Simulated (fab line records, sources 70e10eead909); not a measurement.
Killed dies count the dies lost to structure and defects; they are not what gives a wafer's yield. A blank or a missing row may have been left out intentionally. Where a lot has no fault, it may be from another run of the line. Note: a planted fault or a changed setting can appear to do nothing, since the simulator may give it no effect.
A lot that was struck, set against a sound lot | flow nand-harc | 13 steps out of a route of 1302
Sound: these wafers, L193.1, L193.3, L193.5. Struck: wafer L195.6 (L195.2, L195.3, from the same lot, were not struck and are left out); the cause is given at the end.
Each step with rows lists, per side, the tool, then ch with its chambers, then its first start. Under that, the readings that differ: sound wafers | struck wafers | difference of the means | sigmas: that difference in standard deviations of wafers without a fault.
alike: a reading whose means differ by less than 2 such deviations, as well as words and numbers matching on both sides. not compared: withheld readings; readings where some wafer has no value; bounds like >300 that might hide an equal value; numbers whose values overlap and for which the record gives no deviation.
A row with sigmas, a row that says differs or no value, or rows on one side alone: a step with any of these is where the two part. Numbers that don't overlap but have no deviation are shown without sigmas and don't part them. A reading that every wafer of one side lacks parts them only if that side has two wafers or more.

NHARC_A_SLIT_ETCH_29: etches the open film in CF4/O2, target depth 100 nm, overetch 10 nm, time 55 s.
  sound on rie-diel-10 ch 1,2,3, day 22 01:43; struck on rie-diel-10 ch 0, day 23 17:03
  alike: drypump-motor-current-A, oes_ar_750_au, oes-product-au, rf-vpp-V, showerhead-plenum-p-Torr, throttle-valve-pct
  not compared: rf-hours-counter-h
NHARC_A_SLIT_STRIP_18: strips in O2.
  sound: rie-diel-10 ch 1,3; struck: rie-diel-10 ch 0
  alike: drypump-motor-current-A, oes-product-au, rf-vpp-V, showerhead-plenum-p-Torr, throttle-valve-pct
  not compared: rf-hours-counter-h
then, 2 steps without rows for these wafers: NHARC_A_SLIT_PRECLEAN_19 (cleans in SC1); NHARC_A_SLIT_SRD_20.
NHARC_A_SLIT_CD_MEAS_21:
  sound on cd-sem-03 at day 22 02:15; struck on cd-sem-01 at day 23 17:39
  alike: cd-nm
then, 3 steps without rows for these wafers: NHARC_A_SIN_REMOVE_WET_00 (chemistry H3PO4, time 15300 s); NHARC_A_SIN_REMOVE_PRECLEAN_01 (cleans in SC1); NHARC_A_SIN_REMOVE_SRD_02.
NHARC_A_SIN_REMOVE_INSPECT_04:
  sound on defect-inspect-02 at day 22 08:53; struck on defect-inspect-02 at day 24 00:16
  reading          | sound       | struck | difference | sigmas
  raw-defect-count | 367 376 316 | 600    | +247       | +3
NHARC_A_WL_FILL_ALD_00: deposits Al2O3, target thk 3 nm, pulse time 3 s, ald cycles 30.
  sound on ald-hk-04 ch 1,3, day 22 08:57; struck on ald-hk-02 ch 2, day 24 00:22
  alike: heater-power-w, precursor-pulse-height-rel
  not compared: ald-cycles
NHARC_A_WL_FILL_RTA_01: time 5 s.
  sound on rtp-anneal-01 ch 0, day 22 09:13; struck on rtp-anneal-02 ch 0, day 24 00:37
  alike: lamp-power-pct, lamp_zone_4_pct, lamp_zone_7_pct, wafer_temp_C_max
NHARC_A_WL_FILL_ALD_02: deposits TiN, target thk 2 nm, pulse time 3 s, ald cycles 100.
  sound on ald-metal-04 ch 1,2,3, day 22 09:26; struck on ald-metal-04 ch 0, day 24 00:53
  reading    | sound       | struck | difference | sigmas
  ald-cycles | 100 100 100 | 45     | -55        |
  alike: heater-power-w, precursor-pulse-height-rel
-- the record jumps here: 4 days lie between the struck wafers' starts before and after (it left off in module A_WL_FILL and takes up again in module END, whose first step shown is number 1302 of the route) --
NHARC_END_SORT_01:
  only the struck wafers appear in the record here, on prober-02 ch 0 at day 28 00:17; the sound ones have no rows

## WHERE THEY PART
At NHARC_A_SIN_REMOVE_INSPECT_04 first; at NHARC_END_SORT_01 last (within this record only).

WHY: what the simulator had put in
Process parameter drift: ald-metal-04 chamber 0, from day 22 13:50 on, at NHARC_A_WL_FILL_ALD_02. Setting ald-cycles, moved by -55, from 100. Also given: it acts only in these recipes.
